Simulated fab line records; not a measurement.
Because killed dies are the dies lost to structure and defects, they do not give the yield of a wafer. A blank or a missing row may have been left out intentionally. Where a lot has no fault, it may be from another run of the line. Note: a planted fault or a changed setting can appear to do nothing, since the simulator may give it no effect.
Split-lot trial ; flow n5-finfet ; 21 wafers read from 7 lots, route of 1938 steps

## ON THE SPLIT
At N5_SD_EPI_P_EPI_21 (deposits SiGe:B, time 355 s), the setting epi-growth-time-s was moved away from the recipe's 355 s on 6 of the 21 wafers read, by -7.6% to +10.4%. All remaining wafers had this setting at the recipe value.

## FROM THE SPLIT TO THE READING: what the file shows between them, 6 steps
- N5_SD_EPI_P_EPI_MEAS_23
- N5_SD_EPI_P_HM_STRIP_48: strips SiNx in H3PO4, material SiNx, target depth 3 nm
- N5_SD_EPI_P_SRD_49: time 30 s
- N5_SD_EPI_P_PRECLEAN_24: cleans in O3/DIW, time 45 s
- N5_SD_ACTIVATION_RTA_00: time 0 s
- N5_SD_ACTIVATION_LSA_01: time 0.0008 s

## THE READING
At N5_SD_ACTIVATION_RS_MEAS_03, a four-point-probe measurement gives RS_SD_P in ohm/sq. A value of 55.9 ohm/sq with a standard deviation of 0.96 ohm/sq is what fault-free wafers of this fab line usually give.

wafer;tool, chamber at the split;epi-growth-time-s as run, s;against the recipe;RS_SD_P, ohm/sq;against lot-mates on the recipe
L074.2;epi-rpcvd-01, 0;355;recipe;57.3;-
L074.3;epi-rpcvd-01, 0;355;recipe;56.6;-
L074.5;epi-rpcvd-01, 0;355;recipe;56.2;-
L076.3;epi-rpcvd-04, 0;355;recipe;54.0;-
L076.4;epi-rpcvd-04, 0;355;recipe;53.4;-
L076.6;epi-rpcvd-04, 0;385.8;+8.7%;50.8;-2.9
L080.2;epi-rpcvd-03, 0;355;recipe;55.2;-
L080.4;epi-rpcvd-03, 0;355;recipe;54.9;-
L080.6;epi-rpcvd-03, 0;355;recipe;55.7;-
L082.1;epi-rpcvd-03, 0;355;recipe;56.3;-
L082.2;epi-rpcvd-03, 0;355;recipe;57.3;-
L082.5;epi-rpcvd-03, 0;355;recipe;56.4;-
L083.2;epi-rpcvd-03, 0;355;recipe;56.1;-
L083.4;epi-rpcvd-03, 0;345.7;-2.6%;56.5;+0.4
L083.6;epi-rpcvd-03, 0;345.7;-2.6%;57.5;+1.4
L087.2;epi-rpcvd-04, 0;392;+10.4%;51.8;-4.5
L087.4;epi-rpcvd-04, 0;355;recipe;56.2;-
L087.6;epi-rpcvd-04, 0;355;recipe;56.3;-
L089.3;epi-rpcvd-03, 0;355;recipe;55.8;-
L089.4;epi-rpcvd-03, 0;327.9;-7.6%;58.1;+2.3
L089.5;epi-rpcvd-03, 0;327.9;-7.6%;58.7;+2.9

FIT RESULTS
A straight line over all 21 wafers: RS_SD_P changes by -0.417 ohm/sq for each +1% of epi-growth-time-s; r = -0.86; the points scatter about the line by 1 ohm/sq.
The same after taking each lot's own level away (the mean of its wafers on the recipe; 21 wafers): -0.369 ohm/sq for each +1%; r = -0.97; scatter 0.39 ohm/sq.
The reading moves by 3.8 ohm/sq for the largest change in epi-growth-time-s, on that fit.
From 53.70 to 56.70 ohm/sq: that is the span of the lots' own levels, equal to 3.1 times the standard deviation above.
Thus the slope moves with the lot-to-lot level: the two fits are different.
Check: with one of the wafers moved furthest among these (+10.4%) left out of the fit, the line predicts -3.52 ohm/sq for it against its lot-mates. It came out at -4.45 ohm/sq against them.

## THE WHOLE CHAIN: every reading that the file lists as answering this split, in the file's order
step;what it does;reading;change (the file's fit);r (the file's)
N5_SD_EPI_P_EPI_21;deposits SiGe:B, time 355 s;SiGe-B_of_SD_EPI_P_EPI_21.thk-nm (the simulator's own value, which no gauge read);+0.415 nm for each +1% of the setting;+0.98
N5_SD_EPI_P_EPI_MEAS_23;;thk-nm;withheld for each +1% of the setting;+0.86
N5_SD_ACTIVATION_RS_MEAS_03;measures by four-point-probe;RS_SD_P;-0.376 for each +1% of the setting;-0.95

## FILE'S OWN FIT
RS_SD_P changes by -0.376 ohm/sq for each +1% of epi-growth-time-s, r = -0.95.
